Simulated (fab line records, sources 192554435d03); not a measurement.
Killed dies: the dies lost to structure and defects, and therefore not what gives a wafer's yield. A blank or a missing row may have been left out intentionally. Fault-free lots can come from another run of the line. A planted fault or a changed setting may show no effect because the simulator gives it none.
Which tool did it? | flow n5 finfet | Sampling: 9 lots, 26 wafers, 5 of 1938 route steps

## WHAT THE GAUGES READ, wafer by wafer
No reading from a measuring or inspecting step in the record can be judged against a usual standard deviation.

## WHAT TOOL EACH LOT RAN ON (gives the tool, then ch and the chambers of the sampled wafers, and finally the start)
lot  | N5_BEOL_M5_HM_OPEN_17             | N5_BEOL_M5_ETCH_75                 | N5_BEOL_M5_ETCH_67                 | N5_BEOL_M5_ETCH_68                 | N5_PASSIVATION_PROBE_49
L944 | rie metal-02 ch 0,1, day 8 12:10  | rie diel-04 ch 1,2,3, day 8 13:14  | rie diel-04 ch 1,2,3, day 8 13:16  | rie diel-04 ch 1,2,3, day 8 13:17  | prober-02, day 12 14:23
L945 | rie metal-01 ch 0,1, day 8 12:19  | rie diel-05 ch 0,1,2, day 8 13:39  | rie diel-05 ch 0,1,2, day 8 13:40  | rie diel-05 ch 0,1,2, day 8 13:42  | prober-01, day 12 06:30
L950 | rie metal-01 ch 0, day 10 06:47   | rie diel-04 ch 0,2, day 10 08:45   | rie diel-04 ch 0,2, day 10 08:46   | rie diel-04 ch 0,2, day 10 08:48   | prober-02, day 14 03:43
L957 | rie metal-02 ch 0,1, day 11 19:02 | rie diel-04 ch 1,2, day 11 19:39   | rie diel-04 ch 1,2, day 11 19:40   | rie diel-04 ch 1,2, day 11 19:41   | prober-02, day 16 00:10
L958 | rie metal-01 ch 0,1, day 12 05:58 | rie diel-03 ch 0,1, day 12 08:18   | rie diel-03 ch 0,1, day 12 08:19   | rie diel-03 ch 0,1, day 12 08:21   | prober-02, day 16 03:56
L959 | rie metal-03 ch 0, day 12 09:50   | rie diel-03 ch 0,2, day 12 11:20   | rie diel-03 ch 0,2, day 12 11:22   | rie diel-03 ch 0,2, day 12 11:23   | prober-02, day 17 05:29
L963 | rie metal-03 ch 1, day 13 15:01   | rie diel-03 ch 1,3, day 13 15:49   | rie diel-03 ch 1,3, day 13 15:50   | rie diel-03 ch 1,3, day 13 15:52   | prober-01, day 17 13:56
L964 | rie metal-02 ch 0,1, day 13 21:19 | rie diel-05 ch 0,2,3, day 13 22:14 | rie diel-05 ch 0,2,3, day 13 22:14 | rie diel-05 ch 0,2,3, day 13 22:16 | prober-02, day 18 06:49
L965 | rie metal-01 ch 0, day 14 12:50   | rie diel-05 ch 2,3, day 14 13:40   | rie diel-05 ch 2,3, day 14 13:41   | rie diel-05 ch 2,3, day 14 13:42   | prober-01, day 18 08:13
- N5_BEOL_M5_HM_OPEN_17: chemistry Cl2/BCl3, target TiN, target depth 20 nm, overetch 6 nm.
- N5_BEOL_M5_ETCH_75: etches underlayer in N2/H2, target depth 6.5 nm, time 5.2 s.
- N5_BEOL_M5_ETCH_67: etches SiARC in CF4, target depth 15.6 nm, time 26 s.
- N5_BEOL_M5_ETCH_68: etches SOC in N2/H2, target depth 80 nm, overetch 16 nm, time 120 s.
- N5_PASSIVATION_PROBE_49

## WHAT THE TOOLS THEMSELVES READ (means of the sampled wafers that have a number; where no wafer has one, the mark that the record gives instead)
N5_BEOL_M5_HM_OPEN_17. Usual: drypump motor current A 5.63 A, standard deviation 0.18; oes product au 0.64 a.u., standard deviation 0.099; throttle valve pct 22.27 %, standard deviation 0.2.
lot  | tool         | drypump motor current A (A) | oes product au (a.u.) | throttle valve pct (%) | flag
L944 | rie metal-02 | 5.74                        | 0.61                  | 22.45                  |
L945 | rie metal-01 | 5.45                        | 0.66                  | 22.04                  |
L950 | rie metal-01 | 5.35                        | 0.67                  | 22.07                  |
L957 | rie metal-02 | 5.72                        | 0.59                  | 22.48                  |
L958 | rie metal-01 | 5.54                        | 0.61                  | 22.06                  |
L959 | rie metal-03 | 5.53                        | 0.52                  | 22.49                  |
L963 | rie metal-03 | 5.61                        | 0.81                  | 22.27                  |
L964 | rie metal-02 | 5.71                        | 0.78                  | 22.09                  |
L965 | rie metal-01 | 5.32                        | 0.66                  | 22.07                  |

N5_BEOL_M5_ETCH_75. Usual: bias w 150.0 W, standard deviation 0.38; chamber pressure mTorr 30.00 mTorr, standard deviation 0.037; drypump motor current A 5.6 A, standard deviation 0.55; etch rf on time s 5.16 s, standard deviation 0.14; oes product au 0.68 a.u., standard deviation 0.085; rf vpp V 523.7 V, standard deviation 2.8; showerhead plenum p Torr 2.53 Torr, standard deviation 0.094; throttle valve pct 17.8 %, standard deviation 0.31.
lot  | tool        | bias w (W) | chamber pressure mTorr (mTorr) | drypump motor current A (A) | etch rf on time s (s) | oes product au (a.u.) | rf vpp V (V) | showerhead plenum p Torr (Torr) | throttle valve pct (%) | flag
L944 | rie diel-04 | 149.9      | 30.03                          | 5.8                         | 5.20                  | 0.63                  | 520.8        | 2.46                            | 18.0                   |
L945 | rie diel-05 | 150.0      | 29.99                          | 5.7                         | 5.30                  | 0.63                  | 522.4        | 2.53                            | 17.6                   |
L950 | rie diel-04 | 149.8      | 29.96                          | 5.5                         | 5.06                  | 0.60                  | 520.4        | 2.44                            | 18.0                   |
L957 | rie diel-04 | -          | -                              | -                           | -                     | -                     | -            | -                               | -                      | OFF
L958 | rie diel-03 | -          | -                              | -                           | -                     | -                     | -            | -                               | -                      | OFF
L959 | rie diel-03 | -          | -                              | -                           | -                     | -                     | -            | -                               | -                      | OFF
L963 | rie diel-03 | 150.4      | 30.01                          | 5.2                         | 5.09                  | 0.73                  | 525.1        | 2.58                            | 18.0                   |
L964 | rie diel-05 | 149.8      | 30.05                          | 5.4                         | 5.14                  | 0.76                  | 523.7        | 2.54                            | 17.2                   |
L965 | rie diel-05 | 150.2      | 30.01                          | 5.5                         | 5.14                  | 0.79                  | 524.7        | 2.55                            | 17.1                   |

N5_BEOL_M5_ETCH_67. Usual: bias w 36.01 W, standard deviation 0.1; cf4 flow sccm 99.97 sccm, standard deviation 0.27; drypump motor current A 5.6 A, standard deviation 0.55; etch rf on time s 25.8 s, standard deviation 0.74; oes product au 0.69 a.u., standard deviation 0.087; rf vpp V 183.8 V, standard deviation 1.3; showerhead plenum p Torr 2.13 Torr, standard deviation 0.073; throttle valve pct 15.52 %, standard deviation 0.24.
lot  | tool        | bias w (W) | cf4 flow sccm (sccm) | drypump motor current A (A) | etch rf on time s (s) | oes product au (a.u.) | rf vpp V (V) | showerhead plenum p Torr (Torr) | throttle valve pct (%) | flag
L944 | rie diel-04 | 36.04      | 100.02               | 5.8                         | 25.8                  | 0.63                  | 182.9        | 2.08                            | 15.72                  |
L945 | rie diel-05 | 36.10      | 99.90                | 5.7                         | 26.8                  | 0.64                  | 183.5        | 2.13                            | 15.37                  |
L950 | rie diel-04 | 36.02      | 100.08               | 5.5                         | 25.4                  | 0.61                  | 183.2        | 2.06                            | 15.70                  |
L957 | rie diel-04 | 36.10      | 99.88                | 5.4                         | 25.8                  | 0.60                  | 182.0        | 2.07                            | 15.76                  |
L958 | rie diel-03 | 36.13      | 99.95                | 5.2                         | 25.8                  | 0.73                  | 185.2        | 2.19                            | 15.66                  |
L959 | rie diel-03 | 36.07      | 99.68                | 6.3                         | 25.6                  | 0.69                  | 183.7        | 2.17                            | 15.51                  |
L963 | rie diel-03 | 35.85      | 99.89                | 5.2                         | 25.4                  | 0.73                  | 183.6        | 2.17                            | 15.66                  |
L964 | rie diel-05 | 36.01      | 99.87                | 5.5                         | 25.7                  | 0.77                  | 183.5        | 2.15                            | 15.06                  |
L965 | rie diel-05 | 35.99      | 100.38               | 5.5                         | 25.3                  | 0.80                  | 184.4        | 2.15                            | 15.03                  |

N5_BEOL_M5_ETCH_68. Usual: value, then standard deviation, for each; bias w 150.0 W / 0.43; chamber pressure mTorr 30.003 mTorr / 0.029; drypump motor current A 5.6 A / 0.55; oes product au 0.61 a.u. / 0.071; rf vpp V 523.7 V / 2.7; showerhead plenum p Torr 2.53 Torr / 0.094; throttle valve pct 17.7 % / 0.31.
lot  | tool        | bias w (W) | chamber pressure mTorr (mTorr) | drypump motor current A (A) | oes product au (a.u.) | rf vpp V (V) | showerhead plenum p Torr (Torr) | throttle valve pct (%) | flag
L944 | rie diel-04 | 150.1      | 29.978                         | 5.8                         | 0.56                  | 521.8        | 2.46                            | 17.9                   |
L945 | rie diel-05 | 149.6      | 30.020                         | 5.7                         | 0.58                  | 523.1        | 2.53                            | 17.5                   |
L950 | rie diel-04 | 149.7      | 30.000                         | 5.5                         | 0.54                  | 521.1        | 2.44                            | 17.9                   |
L957 | rie diel-04 | 150.0      | 29.999                         | 5.4                         | 0.54                  | 521.4        | 2.44                            | 18.0                   |
L958 | rie diel-03 | 150.1      | 29.993                         | 5.2                         | 0.65                  | 526.7        | 2.62                            | 18.0                   |
L959 | rie diel-03 | 150.3      | 30.009                         | 6.3                         | 0.61                  | 526.1        | 2.57                            | 17.6                   |
L963 | rie diel-03 | 150.2      | 29.993                         | 5.2                         | 0.65                  | 525.0        | 2.58                            | 18.0                   |
L964 | rie diel-05 | 149.9      | 29.993                         | 5.4                         | 0.68                  | 524.2        | 2.54                            | 17.1                   |
L965 | rie diel-05 | 149.8      | 29.995                         | 5.5                         | 0.70                  | 524.2        | 2.55                            | 17.1                   |

N5_PASSIVATION_PROBE_49. Usual: defect limited yield 91.5 %, standard deviation 1.6; killed_at_M0_to_M3 33, standard deviation 10; killed_at_M4_up 13, standard deviation 5.6; killed at contacts 13, standard deviation 6; killed at front end 39, standard deviation 12; killed at other 3.0, standard deviation 2.8; killed dies 101, standard deviation 19; killed on rim 13, standard deviation 4; killed open 65, standard deviation 13; killed short 32, standard deviation 8.3; sort_bin_5_function 5.0 %, standard deviation 1; sort_bin_6_memory 3.1 %, standard deviation 0.69; sort n pass 1079, standard deviation 19; sort yield pct 91.5 %, standard deviation 1.6.
lot  | tool      | defect limited yield (%) | killed_at_M0_to_M3 | killed_at_M4_up | killed at contacts | killed at front end | killed at other | killed dies | killed on rim | killed open | killed short | sort_bin_5_function (%) | sort_bin_6_memory (%) | sort n pass | sort yield pct (%) | flag
L944 | prober-02 | 92.2                     | 34                 | 14              | 7                  | 36                  | 0.7             | 92          | 12            | 61          | 28           | 4.6                     | 2.7                   | 1088        | 92.2               |
L945 | prober-01 | 92.3                     | 28                 | 10              | 13                 | 32                  | 8.0             | 91          | 14            | 62          | 25           | 4.2                     | 3.1                   | 1089        | 92.3               |
L950 | prober-02 | 91.1                     | 32                 | 14              | 17                 | 41                  | 1.3             | 105         | 12            | 75          | 26           | 5.5                     | 3.1                   | 1075        | 91.1               |
L957 | prober-02 | 91.7                     | 35                 | 9               | 12                 | 37                  | 5.7             | 98          | 8             | 63          | 35           | 4.6                     | 3.3                   | 1082        | 91.7               |
L958 | prober-02 | 91.2                     | 32                 | 9               | 14                 | 49                  | 2.0             | 105         | 16            | 70          | 31           | 5.3                     | 3.2                   | 1075        | 91.2               |
L959 | prober-02 | 93.9                     | 19                 | 9               | 14                 | 28                  | 1.0             | 72          | 9             | 47          | 20           | 3.3                     | 2.5                   | 1108        | 93.9               |
L963 | prober-01 | 89.1                     | 30                 | 11              | 22                 | 62                  | 4.0             | 128         | 14            | 82          | 37           | 6.1                     | 3.9                   | 1052        | 89.1               |
L964 | prober-02 | 91.8                     | 32                 | 15              | 7                  | 38                  | 5.0             | 97          | 11            | 58          | 36           | 5.4                     | 2.4                   | 1083        | 91.8               |
L965 | prober-01 | 91.5                     | 21                 | 14              | 16                 | 48                  | 1.7             | 101         | 13            | 68          | 28           | 5.3                     | 3.1                   | 1079        | 91.5               |

## THE ANSWER, worked out from the rows above alone
Rule: lot off if the mean of its wafers having a number is beyond 3 standard deviations from the usual mean. A lot without any number at a reading at which 4 lots or more have one is off too. Where the step has rows for the other lots, those lots are counted as sound. First the gauges in route order, then the tools' own readings, where a lot's mean is used as printed above. At the first step where some lot is off, the reading lying furthest off is the one used; lots without a number count as furthest.
Off: L957, L958, L959 (N5_BEOL_M5_ETCH_75, bias w). Without a number there: L957, L958, L959.
If a tool, at that step or one of the process steps before it, ran each lot that is off and ran no sound lot following the first of them, it fits. No candidate that was tried fits.

## WHAT THE SIMULATOR PUT IN
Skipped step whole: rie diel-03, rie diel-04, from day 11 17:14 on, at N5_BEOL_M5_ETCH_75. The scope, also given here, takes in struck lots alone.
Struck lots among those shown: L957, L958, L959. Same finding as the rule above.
